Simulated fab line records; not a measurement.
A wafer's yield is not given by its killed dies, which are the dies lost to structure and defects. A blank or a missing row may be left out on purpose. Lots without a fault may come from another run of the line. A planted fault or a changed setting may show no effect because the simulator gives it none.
Which tool is to blame? ; flow nand harc ; 36 wafers sampled from 12 lots at 1 step of a route of 1302

## WHAT THE GAUGES SHOWED, per wafer
NHARC_P_STI_INSPECT_25.
lot;measured;on;raw defect count
L075;day 4 12:11;defect inspect-01;236 167 160
L077;day 5 11:23;defect inspect-02;255 225 197
L079;day 6 00:23;defect inspect-02;112 140 242
L081;day 6 20:00;defect inspect-02;181 148 192
L083;day 7 16:31;defect inspect-02;221 236 263
L085;day 8 13:19;defect inspect-02;198 266 201
L087;day 10 01:26;defect inspect-01;246 130 178
L088;day 10 01:26;defect inspect-01;181 121 145
L091;day 11 01:53;defect inspect-02;286 297 263
L093;day 11 22:49;defect inspect-02;199 104 158
L095;day 12 19:30;defect inspect-01;166 183 272
L097;day 13 12:31;defect inspect-02;142 158 126

## WHICH TOOL RAN EACH LOT (tool, then ch and the chambers of the sampled wafers, then the start)
The record holds no process step before these readings.

## THE ANSWER, worked out from the rows above alone
Rule: usual is defined by the lots themselves. Put in order of their means at a reading, lots are off if they are a third of the lots or fewer, leave a main group of 4 or more, and stand apart from it by a gap of 3 or more times the standard deviation of the main group's means; of several such gaps the widest counts. A main group is skipped when, at the precision printed for the reading in the tables above, its means are all equal. A lot without any number at a reading at which 4 lots or more have one is off too. The other lots that the step has rows for count as sound.
Nothing can be told from this: no lot is off at any reading shown.

## WHAT HAD BEEN PUT IN BY THE SIMULATOR
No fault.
